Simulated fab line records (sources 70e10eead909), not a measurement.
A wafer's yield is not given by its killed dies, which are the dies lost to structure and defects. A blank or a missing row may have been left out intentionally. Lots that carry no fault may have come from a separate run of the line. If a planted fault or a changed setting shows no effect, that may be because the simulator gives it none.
fab line records | flow nandHarc
record lots=5 wafers=15 lastDay=23
route steps=1159 shown P_GATE@170 END@1159
lots that met no fault: taken from a fault-free run of the same line
startH: hours from the record's opening day to when the first of the lot's shown wafers began | waitH: hours from the lot's prior step to this one | " as in the row above | L1.1+2: one row covering several wafers at once | - no value, or no start given | * or withheld: withheld | < > ~ a bound
route shown NAME@n: a module of which the file shows steps, and the number in the route of the first | usual: mean/standard deviation of fault-free wafers | same: alike in all rows | chamber/n: place in a boat | sites: each site's reading | _std_site: how widely they spread, as a standard deviation | _edge_site: inner sites' mean taken away from outer sites' mean | radiusMm: for every site, how far away it sits from the centre of the wafer | mask NAME#n: copy n | behind: tool/chamber where the wafer was last shaped | hold: why the lot went on hold/how many hours it stayed there/how the hold came to an end | device: transistor that didn't switch, given as n, p or np | end of line: tests run on the same wafers once the route is complete | a step without rows: its recipe alone | killed: not the wafer's yield, but the dies lost to structure and defects at the first sort | map: the dies of a wafer, with x for killed, . for not killed, _ for no die there
set.NAME: setting as actually run; set.NAME@STEP: the setting as run at that earlier step | model.NAME: the simulator's own value behind a step, which no gauge read
lots seen at some steps along the route; tables by step, rows by wafer
services: a tool's chamber out of use, with start hour (startH, from the record's first day; less than 0 if before it), hours out, and reason
## steps
# step NHARC_P_GATE_CD_MEAS_46
# recipe targetCdNm=720 landingEnergyEv=500
# usual cdNm=719.7/1.2
# columns lot.wafer tool chamber startH waitH cdNm
L204.3 cdSem-01 0 138.16 - 718.3
L204.4 " 0 " " 722.4
L204.5 " 0 " " 719.7
L203.2 cdSem-03 0 140.61 - 719.2
L203.3 " 0 " " 720.8
L203.5 " 0 " " 722.1
L205.2 cdSem-03 0 145.00 - 718.9
L205.4 " 0 " " 720.0
L205.5 " 0 " " 721.7
L216.3 cdSem-03 0 203.57 - 718.9
L216.5 " 0 " " 720.1
L216.6 " 0 " " 720.2
L218.2 cdSem-01 0 218.80 - 719.3
L218.4 " 0 " " 718.5
L218.6 " 0 " " 719.9
# step NHARC_P_GATE_HARDBAKE_47
# recipe tempC=125 timeS=80
# step NHARC_P_GATE_DESCUM_48
# recipe timeS=3 o2FlowSccm=200 arFlowSccm=0 biasPowerW=0 chemistry=O2
# usual drypumpMotorCurrentA=5.79/0.25 oesProductAu=0.998/0.0073 rfVppV=57.8/0.92 showerheadPlenumPTorr=1.90/0.081 throttleValvePct=11.311/0.0083
# columns lot.wafer tool chamber startH waitH drypumpMotorCurrentA oesProductAu rfHoursCounterH rfVppV showerheadPlenumPTorr throttleValvePct
L204.4 rieDiel-11 1 138.32 - 6.42 0.989 39 57.1 1.97 11.307
L204.3 " 2 " " 5.49 1.005 41 56.9 1.78 11.314
L204.5 " 2 " " 5.49 1.001 - 57.3 1.78 11.315
L203.3 rieDiel-07 0 140.79 - 5.82 1.006 13 58.9 1.84 11.321
L203.2 " 2 " " 5.83 0.995 12 58.3 1.95 11.316
L203.5 " 0 " " 5.86 1.006 - 59.9 1.84 11.307
L205.4 rieDiel-07 1 145.16 - 5.88 1.008 13 57.4 1.83 11.301
L205.2 " 2 " " 5.84 1.000 13 58.0 1.95 11.301
L205.5 " 2 " " 5.83 1.000 - 58.2 1.95 11.322
L216.3 rieDiel-07 3 203.76 - 5.56 0.995 23 56.0 1.94 11.307
L216.5 " 0 " " 5.86 1.008 - 59.0 1.84 11.305
L216.6 " 1 " " 5.86 1.010 - 57.5 1.82 11.319
L218.4 rieDiel-11 2 218.95 - 5.51 0.999 10 58.1 2.07 11.302
L218.2 " 3 " " 5.76 0.990 8 58.9 1.82 11.327
L218.6 " 2 " " 5.54 0.990 - 59.0 2.07 11.312
# step NHARC_P_GATE_IMPLANT_49
# recipe energyKev=30 doseCm2=3e+15 tiltDeg=7
# step NHARC_P_GATE_STRIP_111
# recipe powerW=1500 tempC=110 timeS=250 chemistry=N2/H2
# usual drypumpMotorCurrentA=6.0/0.42 heaterPowerW=84.3/2.5 rfReflPowerW=27/16
# columns lot.wafer tool chamber startH waitH drypumpMotorCurrentA heaterPowerW rfHoursCounterH rfReflPowerW
L204.3 plasmaAsher-01 1 138.89 0.3 6.4 86.6 - 48
L204.4 " 0 " " 5.4 84.1 - 8
L204.5 " 0 " " 5.5 80.7 - 9
L203.2 plasmaAsher-01 1 141.17 0.2 6.3 88.3 10 48
L203.3 " 0 " " 5.4 84.3 - 9
L203.5 " 0 " " 5.4 85.9 - 9
L205.2 plasmaAsher-01 0 145.52 0.2 5.4 81.7 11 8
L205.4 " 1 " " 6.3 86.6 - 48
L205.5 " 0 " " 5.4 82.3 - 9
L216.3 plasmaAsher-01 1 204.19 0.2 6.3 85.7 - 49
L216.5 " 1 " " 6.3 86.2 - 50
L216.6 " 0 " " 5.5 83.4 - 9
L218.2 plasmaAsher-02 0 219.33 0.2 6.4 85.9 10 32
L218.4 " 1 " " 5.7 84.6 - 16
L218.6 " 0 " " 6.4 85.9 - 31
# step NHARC_P_GATE_STRIP_75
# recipe powerW=1500 tempC=250 chemistry=O2
# usual drypumpMotorCurrentA=5.9/0.42 heaterPowerW=315/10 rfReflPowerW=27/15
# columns lot.wafer tool chamber startH waitH drypumpMotorCurrentA heaterPowerW rfHoursCounterH rfReflPowerW
L204.3 plasmaAsher-01 1 139.11 0.2 6.3 320 - 48
L204.4 " 0 " " 5.4 312 - 9
L204.5 " 0 " " 5.4 306 - 10
L203.2 plasmaAsher-01 1 141.47 0.2 6.3 310 10 48
L203.3 " 0 " " 5.4 306 - 8
L203.5 " 0 " " 5.4 314 - 9
L205.2 plasmaAsher-01 0 145.82 0.3 5.4 304 12 9
L205.4 " 1 " " 6.3 331 - 49
L205.5 " 0 " " 5.4 312 - 9
L216.3 plasmaAsher-01 1 204.41 0.2 6.3 319 - 49
L216.5 " 1 " " 6.3 330 - 49
L216.6 " 0 " " 5.4 311 - 9
L218.2 plasmaAsher-02 0 219.63 0.3 6.4 330 10 31
L218.4 " 1 " " 5.7 303 - 17
L218.6 " 0 " " 6.4 316 - 31
# step NHARC_P_GATE_STRIP_50
# recipe timeS=900 tempC=130 chemistry=SPM
# step NHARC_P_GATE_DEHYDRATE_51
# recipe tempC=150 timeS=120
# step NHARC_P_GATE_HMDS_52
# recipe timeS=30
# step NHARC_P_GATE_COAT_53
# recipe spinRpm=3000
# step NHARC_P_GATE_SOFTBAKE_54
# recipe tempC=122 timeS=95
# step NHARC_P_GATE_EBR_55
# step NHARC_P_GATE_EXPOSE_56
# recipe na=0.6 targetCdNm=720 doseMj=14.81 maskId=P_PSD
# usual stageVelMmS=500.05/0.24
# same na=0.6
# columns lot.wafer tool chamber startH waitH mask stageVelMmS
L204.3 krfScanner-03 0 139.87 - P_PSD#0 500.28
L204.4 " 0 " " P_PSD#0 500.48
L204.5 " 0 " " P_PSD#0 500.10
L203.2 krfScanner-04 0 142.24 - P_PSD#0 500.34
L203.3 " 0 " " P_PSD#0 499.77
L203.5 " 0 " " P_PSD#0 499.59
L205.2 krfScanner-03 0 146.60 - P_PSD_R1#0 500.05
L205.4 " 0 " " P_PSD_R1#0 500.24
L205.5 " 0 " " P_PSD_R1#0 500.04
L216.3 krfScanner-03 0 205.06 - P_PSD#0 499.74
L216.5 " 0 " " P_PSD#0 500.13
L216.6 " 0 " " P_PSD#0 500.07
L218.2 krfScanner-03 0 220.28 - P_PSD#0 499.65
L218.4 " 0 " " P_PSD#0 499.73
L218.6 " 0 " " P_PSD#0 500.20
# step NHARC_P_GATE_PEB_57
# recipe pebTempC=118 pebTimeS=85
# step NHARC_P_GATE_DEVELOP_58
# recipe timeS=70
# step NHARC_P_GATE_CD_MEAS_59
# recipe targetCdNm=720 landingEnergyEv=500
# usual cdNm=719.7/1.1
# columns lot.wafer tool chamber startH waitH cdNm
L204.3 cdSem-01 0 140.03 - 720.1
L204.4 " 0 " " 719.2
L204.5 " 0 " " 720.5
L203.2 cdSem-03 0 142.39 - 719.6
L203.3 " 0 " " 720.6
L203.5 " 0 " " 720.0
L205.2 cdSem-02 0 146.75 - 842.7
L205.4 " 0 " " 842.5
L205.5 " 0 " " 845.5
L216.3 cdSem-01 0 205.21 - 719.4
L216.5 " 0 " " 719.4
L216.6 " 0 " " 719.5
L218.2 cdSem-03 0 220.44 - 722.8
L218.4 " 0 " " 719.9
L218.6 " 0 " " 718.2
# step NHARC_P_GATE_HARDBAKE_60
# recipe tempC=125 timeS=80
# step NHARC_END_SORT_01
# recipe tempC=25
# usual killedAtArray=28/11 killedAtOther=0.8/1.3 killedAtPeriphery=3.6/2.5 killedDies=32/11 killedOpen=3.0/1.8 killedShort=2.0/1.5
# same grossDies=677
# columns lot.wafer tool chamber startH waitH killedAtArray killedAtOther killedAtPeriphery killedDies killedOpen killedShort
L205.2 prober-01 0 493.85 2.8 8 0 291 299 2 1
L205.4 prober-01 0 495.44 3.4 15 0 285 300 4 2
L205.5 prober-01 0 496.24 3.7 22 2 303 327 7 2
# killed by level:class
L205.2 P_GATE:areaExpose=290 A_CHANNEL_HOLE_D1:chamberFilmFlake=5 A_CONTACT:geometricParticle:open=2 A_ONON_D1:geometricParticle:short=1 P_GATE:chamberFilmFlake=1
L205.4 P_GATE:areaExpose=283 A_CHANNEL_HOLE_D1:chamberFilmFlake=4 A_CONTACT:chamberFilmFlake=3 P_GATE:chamberFilmFlake=2 A_STAIRCASE:chamberFilmFlake=2 A_SOURCE_PLATE:geometricParticle:open=1 A_ONON_D1:geometricParticle:short=1 A_ONON_D1:geometricParticle:open=1
L205.5 P_GATE:areaExpose=301 A_CHANNEL_HOLE_D1:chamberFilmFlake=7 A_CONTACT:chamberFilmFlake=5 A_WL_FILL:geometricParticle:open=3 A_STAIRCASE:chamberFilmFlake=3 STARTING-WAFER:geometricParticle:open=2 A_SOURCE_PLATE:geometricParticle:short=1 A_ONON_D1:geometricParticle:open=1
# map L205.5 (x killed, . not)
____________.____________
_________..x...._________
_______..........._______
______.....x.......______
_____......x...x.x.._____
____....x.x....x.....____
____..xxxx.xxx..x....____
___.....x.xxx.xx.xx...___
___x.x....xxx.x.....x.___
__.xxx.x.xxxxx.xxxx....__
__x.x...xxxx.xxxx..x...__
_..xxxxx.x.x.x.xxxx..x.._
_...xxx.x.xxxxxxxxx.x..._
_x..x..xxxx...xxxxx..x.._
_xxxxxxxxxxxxxxxxxxxx..._
_.x..x.xxxxxxxxx.xx.xx.._
....xx.xxxxxxxxxx.xxx....
...xx.xxxxxxxxxx.xxxx....
..x..xxxxxxxxxxxxxxxxxx..
....xxx.xx.xxxxxxxxxxxx..
....x.xxxxxxxxxxxxxx..x..
_xxx..xxxxxxxxxx.x.xx..._
_....x.xxx..xxx.x.x....x_
_......xxxxxxxxxxxxxx..._
_x..xxx.xxxxxxxx.xxxx..._
_...x...xxxxxxxxxx..x..._
__...x.xxxx.x.........x__
__...x..x.xx.xxx.x.x...__
___.x...xxxx......x...___
___..x...xxx.x.x.x.x..___
____....xx.....x..x..____
____....x..x....xx...____
_____...x........xx._____
______...x..xx.....______
_______.x....x...x_______
_________......._________
____________.____________
# map L204.3 (x killed, . not)
____________.____________
_________......._________
_______..........._______
______.............______
_____..............._____
____.................____
____x................____
___...................___
___...................___
__.....................__
__.....................__
_......................._
_......................._
_......................._
_.....x....x...x........_
_...............x.....x._
.........................
............x............
.....x....x..x...........
...x.....................
...x.xx............x.....
_xx.x.......x.x.....x..._
_.x....x......x.....xx.._
_x.xxx......x...x.xx...._
_................x..x..._
_...xxx.......x..x.x...._
__..............x.x....__
__...............x.....__
___...................___
___..x................___
____.................____
____.................____
_____.......x......._____
______.............______
_______...x......._______
_________......._________
____________.____________
## services
# columns tool chamber startH hours kind
krfScanner-04 - 126.00 4.0 pm
rieDiel-07 0 133.79 - clean
rieDiel-07 1 133.79 - clean
rieDiel-07 2 133.79 - clean
rieDiel-07 3 133.79 - clean
rieDiel-07 1 137.77 4.4 repair
rieDiel-07 0 158.29 - clean
rieDiel-07 1 158.29 - clean
rieDiel-07 2 158.29 - clean
rieDiel-07 3 158.29 - clean
krfScanner-03 - 168.00 4.0 pm
rieDiel-07 2 172.16 5.7 repair
rieDiel-11 2 176.26 7.8 repair
rieDiel-07 0 182.79 - clean
rieDiel-07 1 182.79 - clean
rieDiel-07 2 182.79 - clean
rieDiel-07 3 182.79 - clean
plasmaAsher-02 - 183.63 9.0 pm
rieDiel-11 - 189.50 9.0 pm
krfScanner-04 - 197.09 28.2 repair
krfScanner-03 - 199.47 0.5 repair
rieDiel-07 0 207.30 - clean
rieDiel-07 1 207.30 - clean
rieDiel-07 2 207.30 - clean
## key
firstSign step=NHARC_P_GATE_EXPOSE_56 reading=mask direction=changed
effect step=NHARC_P_GATE_CD_MEAS_59 reading=cdNm direction=up sigmas=99+ usual=719.7 struck=843.6
effect step=NHARC_END_SORT_01 reading=killedAtPeriphery direction=up sigmas=99+ usual=3.6 struck=293
moreKillsBornAt NHARC_P_GATE_EXPOSE_56@krfScanner-03=874
metAt NHARC_P_GATE_EXPOSE_56
struckWafers L205.2,L205.4,L205.5
testerLeftOut L205
onsetBetween 139.87 146.60
fault kind=wrongMask tool=any chamber=- onsetH=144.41 steps=NHARC_P_GATE_EXPOSE_56 auxCopy=P_PSD_R1#0 cdOffsetNm=123.41 scope=struckLotsOnly
# testerLeftOut: of these lots the tester's yield and bins aren't shown, on N5 and GAA mostly nor the transistor test; their killed dies are dies lost to structure and defects alone, not to doping, threshold or leakage, so they don't give the yield
